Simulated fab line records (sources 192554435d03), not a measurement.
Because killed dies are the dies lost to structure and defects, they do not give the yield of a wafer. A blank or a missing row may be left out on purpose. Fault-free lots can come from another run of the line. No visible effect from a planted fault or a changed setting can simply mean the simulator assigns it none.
Matching of chambers | flow n5 finfet | N5_BEOL_M10_ETCH_62 on rie diel-06 has 4 sister chambers
The step etches SOC in N2/H2, target depth 110 nm, overetch 22 nm, time 165 s. 4 wafers are shown with their chamber, then 7 later ones without.

== WAFERS WITH THEIR CHAMBER ==
wafer  | chamber | drypump motor current A (A)
L083.5 | 0       | 5.4
L085.6 | 2       | 6.4
L087.2 | 1       | 6.4
L087.3 | 3       | 5.7

== WAFERS WITHOUT THEIR CHAMBER ==
wafer  | drypump motor current A (A)
L087.6 | 6.4
L095.1 | 6.4
L095.2 | 5.4
L095.4 | 5.7
L097.2 | 6.4
L097.4 | 5.3
L097.5 | 6.4

== CHAMBER TAKEN BY EACH ==
wafer  | from the rows above     | in truth
L087.6 | can't be placed: 1 or 2 | 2
L095.1 | can't be placed: 1 or 2 | 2
L095.2 | 0                       | 0
L095.4 | 3                       | 3
L097.2 | can't be placed: 1 or 2 | 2
L097.4 | 0                       | 0
L097.5 | can't be placed: 1 or 2 | 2
3 of 7 placed correctly. Cannot be placed on the basis of these rows: 4; the candidates contain the true chamber in 4. Placed wrongly: 0.
How it was worked out, from the rows above alone: a wafer's distance from a chamber is the root of the sum, over the readings, of the square of ((its reading less the chamber's mean) divided by the reading's scatter). If the next closest chamber is less than 2 further off than the closest, the wafer can't be placed; otherwise it belongs to the closest. For every chamber, the mean is computed from those of its wafers that are shown. The scatter (one wafer shown for each chamber): square how far every hidden wafer sits from the nearest shown wafer, average those squares and take the square root.
